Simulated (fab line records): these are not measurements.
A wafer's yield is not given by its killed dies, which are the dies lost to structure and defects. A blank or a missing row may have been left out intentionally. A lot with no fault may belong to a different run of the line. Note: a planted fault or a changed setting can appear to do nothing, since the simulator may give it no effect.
Which tool was responsible? || flow n5_finfet || Sampling: 10 lots, 27 wafers, 6 of 1938 route steps

WHAT THE GAUGES READ, wafer by wafer
N5_WELL_APT_CD_MEAS_25: the cd target is 200 nm.
{"lot": "L193", "measured": "day 2 08:58", "on": "cd_sem-01", "cd_nm (nm)": "199.2 197.5"}
{"lot": "L195", "measured": "day 2 21:07", "on": "cd_sem-01", "cd_nm (nm)": "201.4 196.8 198.4"}
{"lot": "L197", "measured": "day 3 09:47", "on": "cd_sem-01", "cd_nm (nm)": "196.1 200.8"}
{"lot": "L198", "measured": "day 3 14:57", "on": "cd_sem-01", "cd_nm (nm)": "202.9 208.2"}
{"lot": "L199", "measured": "day 3 21:04", "on": "cd_sem-03", "cd_nm (nm)": "199.3 201.1 201.9"}
{"lot": "L209", "measured": "day 6 09:00", "on": "cd_sem-01", "cd_nm (nm)": "202.3 196.3 197.2"}
{"lot": "L210", "measured": "day 6 15:26", "on": "cd_sem-03", "cd_nm (nm)": "197.3 196.4 195.1"}
{"lot": "L211", "measured": "day 6 21:13", "on": "cd_sem-01", "cd_nm (nm)": "200.3 205.6 198.6"}
{"lot": "L212", "measured": "day 7 02:49", "on": "cd_sem-02", "cd_nm (nm)": "195.7 197.4 198.1"}
{"lot": "L213", "measured": "day 7 08:56", "on": "cd_sem-02", "cd_nm (nm)": "197.8 202.8 198.5"}

N5_WELL_APT_OVL_MEAS_26.
{"lot": "L193", "measured": "day 2 09:00", "on": "overlay-01", "PWELL_OVL (nm)": "-2 1"}
{"lot": "L195", "measured": "day 2 21:09", "on": "overlay-02", "PWELL_OVL (nm)": "5 -9 9"}
{"lot": "L197", "measured": "day 3 09:49", "on": "overlay-01", "PWELL_OVL (nm)": "7 3"}
{"lot": "L198", "measured": "day 3 14:59", "on": "overlay-02", "PWELL_OVL (nm)": "-1 -4"}
{"lot": "L199", "measured": "day 3 21:06", "on": "overlay-01", "PWELL_OVL (nm)": "-11 -5 -5"}
{"lot": "L209", "measured": "day 6 09:02", "on": "overlay-01", "PWELL_OVL (nm)": "25 21 24"}
{"lot": "L210", "measured": "day 6 15:28", "on": "overlay-02", "PWELL_OVL (nm)": "28 25 24"}
{"lot": "L211", "measured": "day 6 21:14", "on": "overlay-02", "PWELL_OVL (nm)": "-5 -1 -2"}
{"lot": "L212", "measured": "day 7 02:51", "on": "overlay-02", "PWELL_OVL (nm)": "-10 -3 -10"}
{"lot": "L213", "measured": "day 7 08:58", "on": "overlay-02", "PWELL_OVL (nm)": "-3 -6 -1"}

N5_WELL_APT_INSPECT_38: inspects for defects (darkfield).
{"lot": "L193", "measured": "day 2 10:42", "on": "defect_inspect-02", "raw_defect_count": "18 13"}
{"lot": "L195", "measured": "day 2 22:52", "on": "defect_inspect-01", "raw_defect_count": "7 12 12"}
{"lot": "L197", "measured": "day 3 11:59", "on": "defect_inspect-01", "raw_defect_count": "15 16"}
{"lot": "L198", "measured": "day 3 16:41", "on": "defect_inspect-02", "raw_defect_count": "13 13"}
{"lot": "L199", "measured": "day 3 22:55", "on": "defect_inspect-02", "raw_defect_count": "8 17 14"}
{"lot": "L209", "measured": "day 6 10:57", "on": "defect_inspect-01", "raw_defect_count": "19 10 19"}
{"lot": "L210", "measured": "day 6 17:47", "on": "defect_inspect-01", "raw_defect_count": "12 15 24"}
{"lot": "L211", "measured": "day 6 23:08", "on": "defect_inspect-01", "raw_defect_count": "25 23 24"}
{"lot": "L212", "measured": "day 7 05:22", "on": "defect_inspect-02", "raw_defect_count": "13 7 10"}
{"lot": "L213", "measured": "day 7 11:03", "on": "defect_inspect-01", "raw_defect_count": "22 23 15"}

N5_BEOL_M4_RC_MEAS_101.
{"lot": "L193", "measured": "day 8 13:19", "on": "prober-01", "DIBL_N (mV/V)": "36.9 37.5", "DIBL_P (mV/V)": "37.5 39.2", "IOFF_N (nA/um)": "0.16 0.18", "IOFF_P (nA/um)": "0.20 0.23", "ION_N (uA/um)": "657 670", "ION_P (uA/um)": "451 455", "SS_N (mV/dec)": "72.8 72.1", "SS_P (mV/dec)": "73.8 74.4", "VT_N (mV)": "251 249", "VT_P (mV)": "-256 -250"}
{"lot": "L195", "measured": "day 9 03:02", "on": "prober-01", "DIBL_N (mV/V)": "34.2 36.0 36.8", "DIBL_P (mV/V)": "34.4 37.9 38.0", "IOFF_N (nA/um)": "0.15 0.18 0.20", "IOFF_P (nA/um)": "0.18 0.24 0.23", "ION_N (uA/um)": "682 670 687", "ION_P (uA/um)": "471 457 464", "SS_N (mV/dec)": "72.3 72.0 72.0", "SS_P (mV/dec)": "73.2 73.3 74.3", "VT_N (mV)": "253 247 247", "VT_P (mV)": "-254 -249 -251"}
{"lot": "L197", "measured": "day 9 12:52", "on": "prober-02", "DIBL_N (mV/V)": "36.8 38.7", "DIBL_P (mV/V)": "37.1 38.1", "IOFF_N (nA/um)": "0.14 0.19", "IOFF_P (nA/um)": "0.24 0.25", "ION_N (uA/um)": "645 679", "ION_P (uA/um)": "448 464", "SS_N (mV/dec)": "70.6 71.8", "SS_P (mV/dec)": "73.9 73.3", "VT_N (mV)": "254 247", "VT_P (mV)": "-251 -249"}
{"lot": "L198", "measured": "day 10 00:06", "on": "prober-02", "DIBL_N (mV/V)": "34.7 42.7", "DIBL_P (mV/V)": "33.6 45.1", "IOFF_N (nA/um)": "0.12 0.30", "IOFF_P (nA/um)": "0.16 0.38", "ION_N (uA/um)": "657 694", "ION_P (uA/um)": "454 473", "SS_N (mV/dec)": "70.5 73.4", "SS_P (mV/dec)": "71.5 75.7", "VT_N (mV)": "257 243", "VT_P (mV)": "-252 -241"}
{"lot": "L199", "measured": "day 10 05:03", "on": "prober-02", "DIBL_N (mV/V)": "38.8 38.0 39.1", "DIBL_P (mV/V)": "39.8 37.3 39.7", "IOFF_N (nA/um)": "0.21 0.18 0.19", "IOFF_P (nA/um)": "0.29 0.24 0.28", "ION_N (uA/um)": "691 677 667", "ION_P (uA/um)": "475 465 468", "SS_N (mV/dec)": "71.1 71.7 71.3", "SS_P (mV/dec)": "74.3 73.2 74.1", "VT_N (mV)": "243 252 247", "VT_P (mV)": "-242 -247 -245"}
{"lot": "L209", "measured": "day 13 03:25", "on": "prober-01", "DIBL_N (mV/V)": "36.3 35.6 40.4", "DIBL_P (mV/V)": "37.2 35.8 39.2", "IOFF_N (nA/um)": "0.17 0.15 0.25", "IOFF_P (nA/um)": "0.24 0.22 0.27", "ION_N (uA/um)": "693 665 676", "ION_P (uA/um)": "480 466 461", "SS_N (mV/dec)": "70.8 71.5 73.2", "SS_P (mV/dec)": "72.9 72.4 73.8", "VT_N (mV)": "248 248 248", "VT_P (mV)": "-247 -248 -244"}
{"lot": "L210", "measured": "day 13 02:38", "on": "prober-01", "DIBL_N (mV/V)": "34.4 42.0 38.8", "DIBL_P (mV/V)": "32.8 42.2 37.2", "IOFF_N (nA/um)": "0.13 0.33 0.20", "IOFF_P (nA/um)": "0.20 0.38 0.25", "ION_N (uA/um)": "667 704 686", "ION_P (uA/um)": "465 485 470", "SS_N (mV/dec)": "71.4 73.0 72.1", "SS_P (mV/dec)": "72.4 74.2 74.1", "VT_N (mV)": "251 238 248", "VT_P (mV)": "-249 -242 -247"}
{"lot": "L211", "measured": "day 13 06:29", "on": "prober-02", "DIBL_N (mV/V)": "39.4 37.3 37.4", "DIBL_P (mV/V)": "38.3 34.9 36.5", "IOFF_N (nA/um)": "0.23 0.18 0.18", "IOFF_P (nA/um)": "0.24 0.19 0.20", "ION_N (uA/um)": "708 685 693", "ION_P (uA/um)": "470 465 467", "SS_N (mV/dec)": "72.3 71.6 72.1", "SS_P (mV/dec)": "74.6 72.8 73.8", "VT_N (mV)": "244 248 247", "VT_P (mV)": "-249 -250 -251"}
{"lot": "L212", "measured": "day 13 17:25", "on": "prober-01", "DIBL_N (mV/V)": "39.4 34.4 39.7", "DIBL_P (mV/V)": "39.4 34.4 40.4", "IOFF_N (nA/um)": "0.22 0.12 0.23", "IOFF_P (nA/um)": "0.25 0.18 0.28", "ION_N (uA/um)": "683 672 697", "ION_P (uA/um)": "457 465 474", "SS_N (mV/dec)": "72.8 71.4 72.3", "SS_P (mV/dec)": "74.8 73.1 74.5", "VT_N (mV)": "244 251 241", "VT_P (mV)": "-249 -254 -249"}
{"lot": "L213", "measured": "day 13 19:04", "on": "prober-02", "DIBL_N (mV/V)": "37.1 35.2 38.5", "DIBL_P (mV/V)": "36.8 35.5 38.6", "IOFF_N (nA/um)": "0.19 0.13 0.20", "IOFF_P (nA/um)": "0.20 0.18 0.23", "ION_N (uA/um)": "668 659 673", "ION_P (uA/um)": "454 452 457", "SS_N (mV/dec)": "72.8 71.5 72.3", "SS_P (mV/dec)": "73.0 73.1 74.2", "VT_N (mV)": "248 251 248", "VT_P (mV)": "-253 -253 -249"}

EACH LOT AND THE TOOL THAT RAN IT (in order: tool; ch and the chambers of the sampled wafers; start)
{"lot": "L193", "N5_WELL_APT_EXPOSE_22": "krf_scanner-02 ch 0, day 2 08:48", "N5_PMOS_HMC_CHANNEL_EPI_ETCH_32": "rie_diel-01 ch 0,3, day 2 11:16"}
{"lot": "L195", "N5_WELL_APT_EXPOSE_22": "krf_scanner-02 ch 0, day 2 20:56", "N5_PMOS_HMC_CHANNEL_EPI_ETCH_32": "rie_diel-02 ch 0,1,3, day 2 23:40"}
{"lot": "L197", "N5_WELL_APT_EXPOSE_22": "krf_scanner-02 ch 0, day 3 09:37", "N5_PMOS_HMC_CHANNEL_EPI_ETCH_32": "rie_diel-02 ch 0, day 3 12:32"}
{"lot": "L198", "N5_WELL_APT_EXPOSE_22": "krf_scanner-01 ch 0, day 3 14:47", "N5_PMOS_HMC_CHANNEL_EPI_ETCH_32": "rie_diel-02 ch 1,2, day 3 17:08"}
{"lot": "L199", "N5_WELL_APT_EXPOSE_22": "krf_scanner-01 ch 0, day 3 20:54", "N5_PMOS_HMC_CHANNEL_EPI_ETCH_32": "rie_diel-01 ch 1,2, day 3 23:22"}
{"lot": "L209", "N5_WELL_APT_EXPOSE_22": "krf_scanner-02 ch 0, day 6 08:50", "N5_PMOS_HMC_CHANNEL_EPI_ETCH_32": "rie_diel-03 ch 0,2,3, day 6 11:23"}
{"lot": "L210", "N5_WELL_APT_EXPOSE_22": "krf_scanner-02 ch 0, day 6 15:16", "N5_PMOS_HMC_CHANNEL_EPI_ETCH_32": "rie_diel-01 ch 2,3, day 6 18:55"}
{"lot": "L211", "N5_WELL_APT_EXPOSE_22": "krf_scanner-01 ch 0, day 6 21:02", "N5_PMOS_HMC_CHANNEL_EPI_ETCH_32": "rie_diel-03 ch 2,3, day 6 23:42"}
{"lot": "L212", "N5_WELL_APT_EXPOSE_22": "krf_scanner-01 ch 0, day 7 02:40", "N5_PMOS_HMC_CHANNEL_EPI_ETCH_32": "rie_diel-02 ch 1,3, day 7 05:56"}
{"lot": "L213", "N5_WELL_APT_EXPOSE_22": "krf_scanner-01 ch 0, day 7 08:45", "N5_PMOS_HMC_CHANNEL_EPI_ETCH_32": "rie_diel-03 ch 0,3, day 7 11:31"}
- N5_WELL_APT_EXPOSE_22: exposes mask PWELL, defocus 0 nm, target cd 200 nm.
- N5_PMOS_HMC_CHANNEL_EPI_ETCH_32: etches BARC in N2/H2, stops on SiO2, target depth 85.8 nm, time 50.3 s.

WHAT THE TOOLS THEMSELVES READ (means of the sampled wafers that have a number; where no wafer has one, the mark that the record gives instead)
N5_WELL_APT_EXPOSE_22.
{"lot": "L193", "tool": "krf_scanner-02", "reticle_temp_C (C)": 23.03, "stage_vel_mm_s (mm/s)": 500.27}
{"lot": "L195", "tool": "krf_scanner-02", "reticle_temp_C (C)": 22.92, "stage_vel_mm_s (mm/s)": 500.06}
{"lot": "L197", "tool": "krf_scanner-02", "reticle_temp_C (C)": 23.03, "stage_vel_mm_s (mm/s)": 500.25}
{"lot": "L198", "tool": "krf_scanner-01", "reticle_temp_C (C)": 23.05, "stage_vel_mm_s (mm/s)": 499.58}
{"lot": "L199", "tool": "krf_scanner-01", "reticle_temp_C (C)": 22.91, "stage_vel_mm_s (mm/s)": 499.97}
{"lot": "L209", "tool": "krf_scanner-02", "reticle_temp_C (C)": 22.90, "stage_vel_mm_s (mm/s)": 500.06}
{"lot": "L210", "tool": "krf_scanner-02", "reticle_temp_C (C)": 23.11, "stage_vel_mm_s (mm/s)": 500.10}
{"lot": "L211", "tool": "krf_scanner-01", "reticle_temp_C (C)": 23.03, "stage_vel_mm_s (mm/s)": 500.04}
{"lot": "L212", "tool": "krf_scanner-01", "reticle_temp_C (C)": 22.98, "stage_vel_mm_s (mm/s)": 500.07}
{"lot": "L213", "tool": "krf_scanner-01", "reticle_temp_C (C)": 23.04, "stage_vel_mm_s (mm/s)": 499.79}

N5_PMOS_HMC_CHANNEL_EPI_ETCH_32.
{"lot": "L193", "tool": "rie_diel-01", "drypump_motor_current_A (A)": 5.6, "n2_flow_sccm (sccm)": 199.6, "oes_product_au (a.u.)": 0.64, "rf_vpp_V (V)": 523.8, "showerhead_plenum_p_Torr (Torr)": 2.54, "throttle_valve_pct (%)": 17.8}
{"lot": "L195", "tool": "rie_diel-02", "drypump_motor_current_A (A)": 5.8, "n2_flow_sccm (sccm)": 200.5, "oes_product_au (a.u.)": 0.66, "rf_vpp_V (V)": 523.1, "showerhead_plenum_p_Torr (Torr)": 2.55, "throttle_valve_pct (%)": 17.9}
{"lot": "L197", "tool": "rie_diel-02", "drypump_motor_current_A (A)": 6.2, "n2_flow_sccm (sccm)": 200.0, "oes_product_au (a.u.)": 0.65, "rf_vpp_V (V)": 523.8, "showerhead_plenum_p_Torr (Torr)": 2.56, "throttle_valve_pct (%)": 18.5}
{"lot": "L198", "tool": "rie_diel-02", "drypump_motor_current_A (A)": 5.4, "n2_flow_sccm (sccm)": 200.2, "oes_product_au (a.u.)": 0.60, "rf_vpp_V (V)": 523.1, "showerhead_plenum_p_Torr (Torr)": 2.52, "throttle_valve_pct (%)": 17.9}
{"lot": "L199", "tool": "rie_diel-01", "drypump_motor_current_A (A)": 6.0, "n2_flow_sccm (sccm)": 199.7, "oes_product_au (a.u.)": 0.67, "rf_vpp_V (V)": 522.3, "showerhead_plenum_p_Torr (Torr)": 2.49, "throttle_valve_pct (%)": 18.0}
{"lot": "L209", "tool": "rie_diel-03", "drypump_motor_current_A (A)": 5.8, "n2_flow_sccm (sccm)": 200.4, "oes_product_au (a.u.)": 0.62, "rf_vpp_V (V)": 522.1, "showerhead_plenum_p_Torr (Torr)": 2.47, "throttle_valve_pct (%)": 17.9}
{"lot": "L210", "tool": "rie_diel-01", "drypump_motor_current_A (A)": 5.9, "n2_flow_sccm (sccm)": 200.6, "oes_product_au (a.u.)": 0.66, "rf_vpp_V (V)": 521.3, "showerhead_plenum_p_Torr (Torr)": 2.49, "throttle_valve_pct (%)": 18.0}
{"lot": "L211", "tool": "rie_diel-03", "drypump_motor_current_A (A)": 5.9, "n2_flow_sccm (sccm)": 200.3, "oes_product_au (a.u.)": 0.62, "rf_vpp_V (V)": 521.2, "showerhead_plenum_p_Torr (Torr)": 2.39, "throttle_valve_pct (%)": 17.8}
{"lot": "L212", "tool": "rie_diel-02", "drypump_motor_current_A (A)": 5.5, "n2_flow_sccm (sccm)": 200.0, "oes_product_au (a.u.)": 0.74, "rf_vpp_V (V)": 523.2, "showerhead_plenum_p_Torr (Torr)": 2.54, "throttle_valve_pct (%)": 17.5}
{"lot": "L213", "tool": "rie_diel-03", "drypump_motor_current_A (A)": 5.7, "n2_flow_sccm (sccm)": 199.8, "oes_product_au (a.u.)": 0.63, "rf_vpp_V (V)": 524.2, "showerhead_plenum_p_Torr (Torr)": 2.56, "throttle_valve_pct (%)": 17.8}

THE ANSWER, worked out from the rows above alone
Rule: what is usual is taken from the lots themselves. Put in order of their means at a reading, lots are off if they are a third of the lots or fewer, leave a main group of 4 or more, and stand apart from it by a gap of 3 or more times the standard deviation of the main group's means; of several such gaps the widest counts. If all means in a main group match to the digits the tables above print for the reading, that group is not used. A lot without any number at a reading at which 4 lots or more have one is off too. The other lots that the step has rows for count as sound. First the gauges in route order, then the tools' own readings, where a lot's mean is used as printed above. At the first step where some lot is off, the reading lying furthest off is the one used; lots without a number count as furthest.
Off: L209, L210, at N5_WELL_APT_OVL_MEAS_26 (PWELL_OVL). Mean -2 nm and standard deviation 3.9 in the main group.
If a tool, at a process step before that reading, ran all the lots that are off and no sound lot after the first of them, it fits. Gauges at N5_WELL_APT_OVL_MEAS_26: tried the same way as those tools. One fits: krf_scanner-02 at N5_WELL_APT_EXPOSE_22. A fault onset in the window from L197 (day 3 09:37, its last sound lot) to L209 (day 6 08:50, its first lot off) fits.

WHAT HAD BEEN PUT IN BY THE SIMULATOR
Scanner matching overlay: krf_scanner-02, from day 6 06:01 on, at N5_WELL_APT_EXPOSE_22. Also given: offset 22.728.
Struck lots among those shown: L209, L210. The same result came from the rule above.
